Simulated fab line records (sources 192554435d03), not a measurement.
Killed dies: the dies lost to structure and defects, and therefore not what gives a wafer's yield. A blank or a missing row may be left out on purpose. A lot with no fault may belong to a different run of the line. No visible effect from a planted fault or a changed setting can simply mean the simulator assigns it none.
Which of the tools did it? ; flow n5 finfet ; 11 lots, 33 wafers sampled, at 6 steps of a route of 1938

## WHAT EACH GAUGE READ, for each wafer
N5_BEOL_M7_OCD_MEAS_38. Usual: trench depth nm reads 93.7 nm (standard deviation 1.5).
lot;measured;on;trench depth nm (nm);flag
L128;day 9 17:09;ocd-02;91.9 93.4 97.0;
L130;day 10 03:08;ocd-01;92.3 93.4 92.6;
L132;day 10 14:08;ocd-02;92.1 91.9 93.8;
L134;day 11 01:47;ocd-01;97.5 92.7 92.7;
L136;day 11 10:51;ocd-01;94.1 91.1 95.5;
L137;day 11 21:08;ocd-01;92.6 93.8 92.5;
L138;day 12 04:16;ocd-02;93.1 95.9 96.3;
L145;day 13 14:05;ocd-02;92.8 96.5 93.0;
L144;day 13 20:08;ocd-02;95.3 92.8 93.9;
L147;day 14 02:42;ocd-02;95.4 91.4 90.8;
L149;day 15 08:21;ocd-01;93.5 91.2 92.5;

N5_BEOL_M7_CD_MEAS_35: target cd 40 nm. Usual: cd nm reads 40.1 nm (standard deviation 0.46).
lot;measured;on;cd nm (nm);flag
L128;day 9 17:19;cd sem-01;40.2 40.3 40.3;
L130;day 10 03:17;cd sem-02;40.1 39.4 40.1;
L132;day 10 14:17;cd sem-02;41.0 40.4 40.2;
L134;day 11 01:57;cd sem-01;40.2 39.9 39.8;
L136;day 11 11:01;cd sem-02;39.7 39.5 39.5;
L137;day 11 21:17;cd sem-01;39.6 39.9 40.7;
L138;day 12 04:26;cd sem-03;41.0 40.6 39.4;
L145;day 13 14:14;cd sem-01;40.1 40.2 39.6;
L144;day 13 20:18;cd sem-02;40.3 40.9 40.2;
L147;day 14 02:51;cd sem-03;39.8 40.4 40.7;
L149;day 15 08:30;cd sem-02;40.2 40.5 40.4;

N5_BEOL_M7_INSPECT_58: inspects for defects (darkfield). Usual: raw defect count reads 72 (standard deviation 24).
lot;measured;on;raw defect count;flag
L128;day 9 23:26;defect inspect-02;66 41 47;
L130;day 10 07:56;defect inspect-02;44 45 54;
L132;day 10 20:03;defect inspect-01;56 82 81;
L134;day 11 04:04;defect inspect-01;71 111 83;
L136;day 11 14:47;defect inspect-01;52 52 59;
L137;day 12 02:49;defect inspect-01;88 59 49;
L138;day 12 07:31;defect inspect-02;97 76 47;
L145;day 13 17:02;defect inspect-02;78 104 66;
L144;day 13 22:49;defect inspect-01;1060 1035 1057;OFF
L147;day 14 06:25;defect inspect-02;1020 1052 1038;OFF
L149;day 15 11:02;defect inspect-01;62 87 90;

N5_BEOL_M8_INSPECT_13: inspects for defects (brightfield). Usual: raw defect count reads 376 (standard deviation 70).
lot;measured;on;raw defect count;flag
L128;day 10 01:25;defect inspect-01;419 405 315;
L130;day 10 09:54;defect inspect-01;292 358 354;
L132;day 10 21:28;defect inspect-02;312 359 341;
L134;day 11 06:56;defect inspect-01;414 493 478;
L136;day 11 16:17;defect inspect-01;403 369 370;
L137;day 12 05:16;defect inspect-01;337 362 229;
L138;day 12 09:19;defect inspect-01;365 462 347;
L145;day 13 18:29;defect inspect-01;542 431 319;
L144;day 14 00:22;defect inspect-02;1367 1268 1352;OFF
L147;day 14 10:35;defect inspect-02;1353 1247 1360;OFF
L149;day 15 13:38;defect inspect-01;354 301 297;

## WHAT TOOL EACH LOT RAN ON (gives the tool, then ch and the chambers of the sampled wafers, and finally the start)
lot;N5_BEOL_M7_ANNEAL_51;N5_BEOL_M7_DEP_56
L128;rtp anneal-02 ch 0, day 9 22:41;pecvd-02 ch 0,1,2, day 9 23:21
L130;rtp anneal-02 ch 0, day 10 07:14;pecvd-01 ch 0,1, day 10 07:50
L132;rtp anneal-01 ch 0, day 10 19:24;pecvd-03 ch 0,2, day 10 19:58
L134;rtp anneal-02 ch 0, day 11 03:22;pecvd-02 ch 0,2, day 11 03:59
L136;rtp anneal-02 ch 0, day 11 13:58;pecvd-03 ch 0,1,2, day 11 14:41
L137;rtp anneal-02 ch 0, day 12 02:01;pecvd-01 ch 0,1,2, day 12 02:43
L138;rtp anneal-02 ch 0, day 12 06:46;pecvd-03 ch 0, day 12 07:24
L145;rtp anneal-02 ch 0, day 13 16:17;pecvd-01 ch 0,1, day 13 16:56
L144;rtp anneal-02 ch 0, day 13 22:04;pecvd-01 ch 0,2, day 13 22:43
L147;rtp anneal-02 ch 0, day 14 05:46;pecvd-01 ch 1,2, day 14 06:20
L149;rtp anneal-02 ch 0, day 15 10:17;pecvd-03 ch 0,2, day 15 10:56
- N5_BEOL_M7_ANNEAL_51: time 90 s.
- N5_BEOL_M7_DEP_56: deposits SiCN from 3MS/NH3, target thk 10 nm, time 17.5 s.

## WHAT THE TOOLS THEMSELVES READ (means of the sampled wafers that have a number; where no wafer has one, the mark that the record gives instead)
N5_BEOL_M7_ANNEAL_51. Usual: wafer_temp_C_max reads 225.65 (standard deviation 0.23).
lot;tool;wafer_temp_C_max;flag
L128;rtp anneal-02;225.62;
L130;rtp anneal-02;225.58;
L132;rtp anneal-01;225.37;
L134;rtp anneal-02;225.86;
L136;rtp anneal-02;225.83;
L137;rtp anneal-02;225.58;
L138;rtp anneal-02;225.58;
L145;rtp anneal-02;225.96;
L144;rtp anneal-02;225.78;
L147;rtp anneal-02;225.53;
L149;rtp anneal-02;225.73;

N5_BEOL_M7_DEP_56. Usual: showerhead plenum p Torr 3.661 Torr, standard deviation 0.012; throttle valve pct 8.9 %, standard deviation 0.53.
lot;tool;showerhead plenum p Torr (Torr);throttle valve pct (%);flag
L128;pecvd-02;3.651;8.4;
L130;pecvd-01;3.676;9.4;
L132;pecvd-03;3.653;9.3;
L134;pecvd-02;3.665;8.5;
L136;pecvd-03;3.662;9.2;
L137;pecvd-01;3.667;9.2;
L138;pecvd-03;3.662;9.7;
L145;pecvd-01;3.663;9.0;
L144;pecvd-01;3.673;9.0;
L147;pecvd-01;3.662;8.8;
L149;pecvd-03;3.656;9.3;

## THE ANSWER, worked out from the rows above alone
Rule: a lot is off if the mean of its wafers that have a number lies more than 3 standard deviations from the usual mean. Also off: a lot with no number at a reading for which 4 or more lots have one. The other lots that the step has rows for count as sound. The gauges are gone through in route order, then the tools' own readings, and for those a lot's mean is taken as printed above. The first step at which some lot is off is used, and at that step the reading that is off furthest; a lot without a number counts as furthest.
Off, at N5_BEOL_M7_INSPECT_58 on raw defect count: L144, L147.
A tool fits if, at a process step before that reading, it ran every lot that is off, and no sound lot after the first of them. Those tools and the gauges at N5_BEOL_M7_INSPECT_58 are tried in the same way. One fits: pecvd-01 at N5_BEOL_M7_DEP_56. A fault onset in the window from L145 (day 13 16:56, its last sound lot) to L144 (day 13 22:43, its first lot off) fits.

## WHAT THE SIMULATOR HAD PUT IN
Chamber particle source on pecvd-01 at N5_BEOL_M7_DEP_56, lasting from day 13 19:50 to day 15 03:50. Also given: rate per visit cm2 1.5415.
Shown lots that were struck: L144, L147. The rule above found the same.
